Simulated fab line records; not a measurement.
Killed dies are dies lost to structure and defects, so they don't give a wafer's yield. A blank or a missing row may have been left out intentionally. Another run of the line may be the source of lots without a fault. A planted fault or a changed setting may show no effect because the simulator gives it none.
Which tool is to blame?	flow nand_harc	Sampling: 12 lots, 36 wafers, 7 of 1159 route steps

WHAT THE GAUGES READ, wafer by wafer
NHARC_P_GATE_INSPECT_28.
lot	measured	on	raw_defect_count
L698	day 4 16:29	defect_inspect-02	10 11 4
L699	day 4 16:41	defect_inspect-02	6 1 9
L702	day 5 16:26	defect_inspect-02	7 2 4
L703	day 6 03:14	defect_inspect-01	4 13 7
L704	day 6 08:41	defect_inspect-02	5 4 3
L707	day 6 13:37	defect_inspect-02	5 6 12
L705	day 6 14:22	defect_inspect-02	636 598 623
L712	day 8 00:20	defect_inspect-02	631 593 575
L718	day 9 17:58	defect_inspect-02	3 6 11
L719	day 10 01:04	defect_inspect-02	5 5 4
L720	day 10 03:53	defect_inspect-01	6 9 2
L721	day 10 22:20	defect_inspect-02	1 7 11

NHARC_P_GATE_INSPECT_68.
lot	measured	on	raw_defect_count
L698	day 5 11:23	defect_inspect-01	289 271 207
L699	day 5 12:29	defect_inspect-02	207 207 375
L702	day 6 11:06	defect_inspect-02	109 102 117
L703	day 6 21:53	defect_inspect-01	257 117 118
L704	day 7 03:24	defect_inspect-01	146 166 233
L707	day 7 08:29	defect_inspect-01	130 239 126
L705	day 7 09:53	defect_inspect-02	864 803 951
L712	day 8 19:57	defect_inspect-02	828 739 685
L718	day 10 14:53	defect_inspect-01	109 121 149
L719	day 10 19:55	defect_inspect-01	262 187 280
L720	day 10 22:13	defect_inspect-01	188 231 168
L721	day 11 16:47	defect_inspect-01	448 188 275

NHARC_END_SORT_01.
lot	measured	on	killed_at_array	killed_at_other	killed_at_periphery	killed_dies	killed_open	killed_short
L705	day 21 14:16	prober-02	9 8 11	2 0 0	95 89 43	106 97 54	2 2 3	0 3 1
L712	day 21 21:55	prober-01	16 12 28	2 1 0	86 69 39	104 82 67	5 4 9	3 0 0

WHICH TOOL RAN EACH LOT (tool, then ch and the chambers of the sampled wafers, then the start)
lot	NHARC_P_STI_CMP_21	NHARC_P_GATE_ETCH_14	NHARC_P_GATE_DEP_103	NHARC_P_GATE_DESCUM_31
L698	cmp-02 ch 0,1, day 3 08:20	wet_bench-09 ch 1,2,7, day 4 01:25	pecvd-01 ch 1,2, day 4 15:48	rie_diel-12 ch 0,2,3, day 4 16:32
L699	cmp-01 ch 0,2, day 3 08:20	wet_bench-07 ch 0,2,4, day 4 01:34	pecvd-02 ch 1,2, day 4 15:56	rie_diel-10 ch 1,3, day 4 16:44
L702	cmp-02 ch 0,1,2, day 4 08:08	wet_bench-05 ch 3,5,6, day 5 02:34	pecvd-01 ch 0,2, day 5 15:46	rie_diel-12 ch 0,2, day 5 16:31
L703	cmp-02 ch 0,1, day 4 14:39	wet_bench-07 ch 1,3,4, day 5 10:58	pecvd-01 ch 0,1,2, day 6 02:30	rie_diel-12 ch 0,1,3, day 6 03:18
L704	cmp-02 ch 0,2, day 4 21:54	wet_bench-05 ch 2,3,7, day 5 16:38	pecvd-01 ch 0,1, day 6 08:04	rie_diel-12 ch 0,2,3, day 6 08:46
L707	cmp-01 ch 0,1,2, day 5 06:19	wet_bench-07 ch 0,3,4, day 5 23:23	pecvd-02 ch 0,1,2, day 6 12:56	rie_diel-12 ch 0,2,3, day 6 13:44
L705	cmp-03 ch 0,3, day 5 06:19	wet_bench-05 ch 2,3,7, day 5 23:04	pecvd-01 ch 0,1, day 6 13:35	rie_diel-13 ch 1,2,3, day 6 14:26
L712	cmp-03 ch 0,1,2, day 6 16:58	wet_bench-05 ch 5,6,7, day 7 10:07	pecvd-02 ch 0,1,2, day 7 23:30	rie_diel-12 ch 0,1,2, day 8 00:23
L718	cmp-02 ch 0,2,3, day 8 07:26	wet_bench-09 ch 0,6,7, day 9 02:22	pecvd-04 ch 0,2, day 9 17:10	rie_diel-13 ch 0,1,2, day 9 18:46
L719	cmp-03 ch 0,2,3, day 8 14:05	wet_bench-09 ch 0,4,7, day 9 10:08	pecvd-04 ch 1,2, day 10 00:19	rie_diel-10 ch 2,3, day 10 01:10
L720	cmp-02 ch 1,2,3, day 8 20:59	wet_bench-09 ch 2,3,7, day 9 14:22	pecvd-04 ch 0,1,2, day 10 03:06	rie_diel-10 ch 1,2,3, day 10 03:56
L721	cmp-03 ch 0,1,3, day 9 05:13	wet_bench-09 ch 0,2,3, day 10 05:23	pecvd-02 ch 0,1, day 10 21:41	rie_diel-13 ch 0,2,3, day 10 22:26
- NHARC_P_STI_CMP_21: polishes, t overpolish 20 s, target thk 380.67 nm.
- NHARC_P_GATE_ETCH_14: etches SiO2 in dHF, target depth 48.8 nm.
- NHARC_P_GATE_DEP_103: deposits SiON, target thk 30 nm.
- NHARC_P_GATE_DESCUM_31: chemistry O2, time 3 s.

AS READ BY THE TOOLS THEMSELVES (means over the sampled wafers that have a number; for cases with no such wafer, the mark the record gives instead)
NHARC_P_STI_CMP_21.
lot	tool	motor_current_A (A)	overpolish_run_s (s)
L698	cmp-02	10.8	19.994
L699	cmp-01	13.8	19.998
L702	cmp-02	10.3	20.001
L703	cmp-02	10.8	19.997
L704	cmp-02	10.4	20.004
L707	cmp-01	13.1	20.003
L705	cmp-03	10.9	20.005
L712	cmp-03	11.5	19.996
L718	cmp-02	10.9	19.998
L719	cmp-03	11.5	20.004
L720	cmp-02	10.9	19.998
L721	cmp-03	11.4	19.997

NHARC_P_GATE_DEP_103.
lot	tool	heater_power_w (W)
L698	pecvd-01	744
L699	pecvd-02	680
L702	pecvd-01	980
L703	pecvd-01	814
L704	pecvd-01	880
L707	pecvd-02	792
L705	pecvd-01	809
L712	pecvd-02	839
L718	pecvd-04	865
L719	pecvd-04	874
L720	pecvd-04	827
L721	pecvd-02	869

NHARC_P_GATE_DESCUM_31.
lot	tool	chamber_pressure_mTorr (mTorr)	drypump_motor_current_A (A)	oes_product_au (a.u.)	rf_vpp_V (V)	showerhead_plenum_p_Torr (Torr)	throttle_valve_pct (%)
L698	rie_diel-12	60.05	5.7	0.987	57.7	1.95	11.312
L699	rie_diel-10	59.99	6.1	0.998	57.4	1.92	11.303
L702	rie_diel-12	59.98	5.4	0.999	57.3	1.95	11.302
L703	rie_diel-12	59.97	5.6	0.994	56.8	1.93	11.311
L704	rie_diel-12	60.04	5.7	1.001	58.1	1.94	11.308
L707	rie_diel-12	59.98	5.7	0.995	57.7	1.94	11.314
L705	rie_diel-13	60.05	5.3	0.998	57.0	1.91	11.306
L712	rie_diel-12	60.02	5.5	0.992	58.3	1.90	11.313
L718	rie_diel-13	59.98	5.4	1.019	58.0	1.88	11.312
L719	rie_diel-10	59.95	5.7	0.999	57.8	1.90	11.311
L720	rie_diel-10	60.01	6.0	1.004	58.2	1.87	11.309
L721	rie_diel-13	60.02	5.2	1.015	57.7	1.86	11.311

THE ANSWER, worked out from the rows above alone
Rule: the usual values come from the lots themselves. Put in order of their means at a reading, lots are off if they are a third of the lots or fewer, leave a main group of 4 or more, and stand apart from it by a gap of 3 or more times the standard deviation of the main group's means; of several such gaps the widest counts. A main group whose means are all the same, to the digits that the tables above print for the reading, isn't used. Also off: a lot with no number at a reading for which 4 or more lots have one. Any other lot the step has rows for is counted as sound. Order of review: gauges by route order, followed by the tools' own readings, for which a lot's mean as printed above is used. At the first step where some lot is off, the reading lying furthest off is the one used; lots without a number count as furthest.
Off: L705, L712, at NHARC_P_GATE_INSPECT_28 (raw_defect_count). For the main group the mean is 6 and the standard deviation 1.5.
If a tool, at a process step before that reading, ran all the lots that are off and no sound lot after the first of them, it fits. The gauges at NHARC_P_GATE_INSPECT_28 are tried like those tools. One candidate fits, namely wet_bench-05 at NHARC_P_GATE_ETCH_14. Its last sound lot is L704 (day 5 16:38), its first lot that is off L705 (day 5 23:04): a fault that began between those two fits.

WHAT WAS PUT IN BY THE SIMULATOR
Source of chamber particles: wet_bench-05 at NHARC_P_GATE_ETCH_14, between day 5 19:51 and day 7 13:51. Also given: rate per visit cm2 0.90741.
Struck lots among those shown: L705, L712. Same finding as the rule above.
